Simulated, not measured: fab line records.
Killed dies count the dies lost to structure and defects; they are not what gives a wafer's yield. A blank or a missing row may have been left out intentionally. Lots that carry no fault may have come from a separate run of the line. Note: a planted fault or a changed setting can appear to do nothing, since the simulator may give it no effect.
Comparing a struck lot with a sound one	flow nandHarc	14 out of 1302 route steps
Sound: these wafers, L842.2, L842.3, L842.5. Struck: wafer L843.1. The cause comes at the end.
Order at every step that has rows: each side's tool, ch and its chambers, its first start. Under that, the readings that differ: sound wafers	struck wafers	difference of the means	sigmas: that difference in standard deviations of wafers without a fault.
alike: same words and numbers on both sides, and readings whose means sit less than 2 such deviations apart. not compared: any withheld reading, any reading some wafer has no value for, any bound like >300 that may hide the same value, and any number with overlapping values for which the record gives no deviation.
Wherever a step has rows on one side only, a row that says differs or no value, or a row with sigmas, the two part there. Numbers that don't overlap but have no deviation are shown without sigmas and don't part them. Lack of a reading on every wafer of one side parts them only where that side has two or more wafers.

first, 9 steps without rows for these wafers: NHARC_THIN_TSV_PVD_24 (deposits Al, target thk 800 nm); NHARC_THIN_TSV_DEHYDRATE_25 (time 120 s); NHARC_THIN_TSV_HMDS_26 (time 30 s); NHARC_THIN_TSV_COAT_27; NHARC_THIN_TSV_SOFTBAKE_28 (time 95 s); NHARC_THIN_TSV_EBR_29; NHARC_THIN_TSV_EXPOSE_30 (exposes mask PAD); NHARC_THIN_TSV_PEB_31 (peb time 85 s); NHARC_THIN_TSV_DEVELOP_32 (time 70 s).
NHARC_THIN_TSV_CD_MEAS_33: the cd target is 5000 nm.
  sound on cdSem-01 ch 0, day 25 11:34; struck on cdSem-01 ch 0, day 26 12:29
reading	sound	struck	difference	sigmas
cdNm (nm)	5001.7 5001.8 5001.9	4995.9	-5.9	-4
then, 1 step without rows for these wafers: NHARC_THIN_TSV_HARDBAKE_34 (time 80 s).
NHARC_THIN_TSV_DESCUM_35: chemistry O2, time 3 s.
  sound on rieDiel-07 ch 0,2,3, day 25 11:44; struck on rieDiel-07 ch 3, day 26 12:39
  alike: drypumpMotorCurrentA, oesProductAu, rfVppV, showerheadPlenumPTorr, throttleValvePct
  not compared: rfHoursCounterH
NHARC_THIN_TSV_ETCH_59: etches the open film in Cl2/BCl3, target depth 880 nm, time 138.1 s.
  sound on rieMetal-02 ch 0,1, day 25 11:52; struck on rieMetal-03 ch 1, day 26 12:48
reading	sound	struck	difference	sigmas
oesProductAu (a.u.)	0.994 0.999 0.995	0.955	-0.041	-4
  alike: drypumpMotorCurrentA, heBacksideLeakSccm, throttleValvePct
  not compared: rfHoursCounterH
NHARC_THIN_TSV_ETCH_36: etches the open film in Cl2/BCl3, target depth 65 nm, time 18.571 s.
  sound on rieMetal-02 ch 1, day 25 12:07; struck on rieMetal-03 ch 0, day 26 13:02
  alike: drypumpMotorCurrentA, heBacksideLeakSccm, oesProductAu
  not compared: rfHoursCounterH

WHERE THEY PART
Last at NHARC_THIN_TSV_ETCH_59 as far as this record goes, first at NHARC_THIN_TSV_CD_MEAS_33. Later steps at which nothing parts them and some readings are alike: NHARC_THIN_TSV_ETCH_36.

WHY: the cause the simulator had injected
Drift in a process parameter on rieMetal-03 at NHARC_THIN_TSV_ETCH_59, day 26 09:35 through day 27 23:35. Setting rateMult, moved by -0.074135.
